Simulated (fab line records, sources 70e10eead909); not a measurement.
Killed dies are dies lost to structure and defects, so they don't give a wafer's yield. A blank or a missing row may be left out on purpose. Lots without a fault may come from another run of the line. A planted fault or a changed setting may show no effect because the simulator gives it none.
Chamber matching | flow nand_harc | NHARC_P_CONTACT_DESCUM_17 on rie_diel-02: 4 sister chambers
The step chemistry O2, time 3 s. 4 wafers are shown with their chamber, then 10 later ones without.

WAFERS WITH THEIR CHAMBER
wafer  | chamber | drypump_motor_current_A (A)
L080.4 | 0       | 5.85
L085.2 | 3       | 5.62
L086.3 | 1       | 6.34
L086.4 | 2       | 5.69

WAFERS WITHOUT THEIR CHAMBER
wafer  | drypump_motor_current_A (A)
L086.5 | 5.64
L091.1 | 5.73
L091.4 | 5.65
L091.5 | 6.34
L094.2 | 6.37
L094.4 | 6.35
L094.5 | 5.66
L096.2 | 5.72
L096.4 | 5.71
L096.5 | 6.36

WHICH CHAMBER EACH WENT THROUGH
wafer  | from the rows above     | in truth
L086.5 | can't be placed: 3 or 2 | 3
L091.1 | 2                       | 2
L091.4 | can't be placed: 3 or 2 | 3
L091.5 | 1                       | 1
L094.2 | 1                       | 1
L094.4 | 1                       | 1
L094.5 | can't be placed: 2 or 3 | 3
L096.2 | 2                       | 2
L096.4 | 2                       | 2
L096.5 | 1                       | 1
Placed correctly: 7 of 10. Can't be placed from these rows: 3 (the true chamber is among the candidates in 3). Placed wrongly: 0.
How it was worked out, from the rows above alone: a wafer's distance from a chamber is the root of the sum, over the readings, of the square of ((its reading less the chamber's mean) divided by the reading's scatter). The wafer belongs to the nearest chamber; if the next one is less than 2 further off, it can't be placed. A chamber's mean is the mean of its shown wafers. The scatter: with one shown wafer a chamber, the root of the mean of the squares of how far each hidden wafer lies from its nearest shown one.
